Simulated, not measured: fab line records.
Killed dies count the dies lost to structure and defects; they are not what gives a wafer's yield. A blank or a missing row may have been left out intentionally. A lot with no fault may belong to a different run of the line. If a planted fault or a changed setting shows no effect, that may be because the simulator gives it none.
A lot that was struck, set against a sound lot || flow nandHarc || 24 steps out of a route of 1159
Sound: wafers L213.4, L213.5, L213.6. Struck: wafer L217.6. (L217.2, L217.3 of the same lot were not struck and are left out.) The cause comes at the end.
At each step with rows: each side's tool, then ch and its chambers, then its first start. Under that, the readings that differ: sound wafers || struck wafers || difference of the means || sigmas: that difference in standard deviations of wafers without a fault.
alike: readings whose means differ by less than 2 such deviations, and words and numbers that are the same on both sides. not compared: withheld readings, readings that some wafer has no value for, bounds like >300 that may hide the same value, and numbers for which the record gives no deviation and whose values overlap.
A row with sigmas, a row that says differs or no value, or rows on one side alone: a step with any of these is where the two part. When numbers do not overlap yet have no deviation, they are printed without sigmas and do not part them. A reading missing from all wafers of one side parts the sides only when that side holds two or more wafers.

NHARC_P_M0_INSPECT_27:
  sound on defectInspect-02 at day 7 11:44; struck on defectInspect-01 at day 8 09:00
  alike: rawDefectCount
NHARC_P_M0_PRE_CLEAN_31: time 12 s.
  sound on pecvd-01 ch 0,1,2, day 7 11:50; struck on pecvd-04 ch 0, day 8 09:04
  alike: heaterPowerW, rfFwdPowerW
NHARC_P_M0_DEP_32: deposits SiCN, target thk 30 nm.
  sound on pecvd-01 ch 0,1,2, day 7 12:00; struck on pecvd-04 ch 0, day 8 09:09
{"reading": "rfFwdPowerW (W)", "sound": "449.6 450.9 450.5", "struck": 447.5, "difference": -2.8, "sigmas": -2}
  alike: heaterPowerW
then, 8 steps without rows for these wafers: NHARC_P_M1_DEP_00 (deposits SiOC, target thk 182.5 nm); NHARC_P_M1_DEHYDRATE_01 (time 120 s); NHARC_P_M1_HMDS_02 (time 30 s); NHARC_P_M1_COAT_34 (time 65 s); NHARC_P_M1_COAT_03 (resist thk 90 nm); NHARC_P_M1_SOFTBAKE_04 (time 55 s); NHARC_P_M1_EBR_05; NHARC_P_M1_EXPOSE_06 (exposes mask P M1, target cd 130 nm).
NHARC_P_M1_PEB_07: peb time 65 s.
  sound on lithoTrack-01 ch 0, day 7 13:01; struck on lithoTrack-01 ch 0, day 8 10:18
then, 1 step without rows for these wafers: NHARC_P_M1_DEVELOP_08 (develop time 35 s).
NHARC_P_M1_CD_MEAS_09: the cd target is 130 nm.
  sound on cdSem-01 ch 0, day 7 13:06; struck on cdSem-03 ch 0, day 8 10:23
{"reading": "cdNm (nm)", "sound": "130.3 129.2 128.4", "struck": 135.3, "difference": "+6.0", "sigmas": "+6"}
NHARC_P_M1_OVL_MEAS_10: pitch 260 nm.
  sound on overlay-02 at day 7 13:11; struck on overlay-01 at day 8 10:28
  alike: overlayXNm, overlayYNm
NHARC_P_M1_INSPECT_11:
  sound on defectInspect-01 at day 7 13:13; struck on defectInspect-02 at day 8 10:30
  alike: rawDefectCount
NHARC_P_M1_DESCUM_14: chemistry O2, time 3 s.
  sound on rieDiel-12 ch 0,1,2, day 7 13:18; struck on rieDiel-02 ch 0, day 8 10:34
{"reading": "model.P_M1.cdNm (nm)", "sound": "129 128.5 128.5", "struck": 134.4, "difference": "+5.7", "sigmas": ""}
  alike: drypumpMotorCurrentA, o2FlowSccm, oesProductAu, rfVppV, showerheadPlenumPTorr, throttleValvePct
  not compared: rfHoursCounterH
NHARC_P_M1_ETCH_35: etches the open film in N2/H2, target depth 40 nm, overetch 12 nm, time 43.94 s.
  sound on rieDiel-12 ch 0,1, day 7 13:22; struck on rieDiel-02 ch 3, day 8 10:39
  alike: drypumpMotorCurrentA, h2FlowSccm, oesProductAu, rfFwdPowerW, rfVppV, showerheadPlenumPTorr, throttleValvePct
  not compared: rfHoursCounterH
NHARC_P_M1_ETCH_15: etches the open film in C4F8/Ar, target depth 182.5 nm, time 91.2 s.
  sound on rieDiel-12 ch 1,2,3; struck on rieDiel-02 ch 1
{"reading": "oesProductAu (a.u.)", "sound": "0.933 0.926 0.927", "struck": 0.991, "difference": "+0.062", "sigmas": "+2"}
{"reading": "rfVppV (V)", "sound": "446 440 440", "struck": 436, "difference": -6, "sigmas": -2}
  alike: rfFwdPowerW
  not compared: rfHoursCounterH
NHARC_P_M1_CD_MEAS_16:
  sound on cdSem-01 at day 7 13:35; struck on cdSem-03 at day 8 10:52
{"reading": "cdNm (nm)", "sound": "128.8 128.0 128.9", "struck": 135.0, "difference": "+6.4", "sigmas": "+5"}
NHARC_P_M1_STRIP_18: strips in N2/H2.
  sound on rieDiel-05 ch 0,1,3, day 7 13:44; struck on rieDiel-05 ch 1, day 8 10:56
  alike: drypumpMotorCurrentA, h2FlowSccm, oesProductAu, powerW, rfFwdPowerW, rfVppV, showerheadPlenumPTorr, throttleValvePct
  not compared: rfHoursCounterH
NHARC_P_M1_ETCH_28: etches the open film in CF4/N2, target depth 30 nm, time 72.99 s.
  sound on rieDiel-05 ch 0,1,2; struck on rieDiel-05 ch 1
{"reading": "throttleValvePct (%)", "sound": "19.783 19.795 19.798", "struck": 19.814, "difference": "+0.022", "sigmas": "+2"}
{"reading": "model.P_M1.cdNm (nm)", "sound": "127.9 128 128.6", "struck": 135.6, "difference": "+7.4", "sigmas": ""}
  alike: drypumpMotorCurrentA, oesProductAu, rfFwdPowerW, rfVppV, showerheadPlenumPTorr
  not compared: rfHoursCounterH
then, 1 step without rows for these wafers: NHARC_P_M1_STRIP_19 (strips in post etch residue remover, time 600 s).
-- the record jumps here: 13 days lie between the struck wafers' starts before and after (it left off in module P_M1 and takes up again in module END, whose first step shown is number 1159 of the route) --
NHARC_END_SORT_01:
  sound on prober-01 ch 0, day 20 19:21; struck on prober-02 ch 0, day 21 16:49
{"reading": "defectLimitedYield (%)", "sound": "93.8 93.8 94.5", "struck": 97.9, "difference": "+3.9", "sigmas": "+3"}
{"reading": "killedAtArray", "sound": "39 37 35", "struck": 13, "difference": -24, "sigmas": -2}
{"reading": "killedDies", "sound": "42 42 37", "struck": 14, "difference": -26, "sigmas": -3}
{"reading": "sort_bin_2_pct (%)", "sound": "3.4 1.9 1.6", "struck": 0.6, "difference": -1.7, "sigmas": -3}
{"reading": "sort_bin_4_pct (%)", "sound": "2.4 4.1 3.7", "struck": 1.3, "difference": -2.1, "sigmas": -2}
{"reading": "sortNPass", "sound": "635 635 640", "struck": 663, "difference": "+26", "sigmas": "+3"}
{"reading": "sortRimYieldPct (%)", "sound": "88.7 96.2 93.4", "struck": 98.1, "difference": "+5.3", "sigmas": "+2"}
{"reading": "sortYieldPct (%)", "sound": "93.8 93.8 94.5", "struck": 97.9, "difference": "+3.9", "sigmas": "+3"}
  alike: killedAtOther, killedAtPeriphery, killedOpen, killedShort, sort_bin_3_pct

WHERE THEY PART
First at NHARC_P_M0_DEP_32; last, within this record, at NHARC_END_SORT_01.

WHY: what the simulator had put in
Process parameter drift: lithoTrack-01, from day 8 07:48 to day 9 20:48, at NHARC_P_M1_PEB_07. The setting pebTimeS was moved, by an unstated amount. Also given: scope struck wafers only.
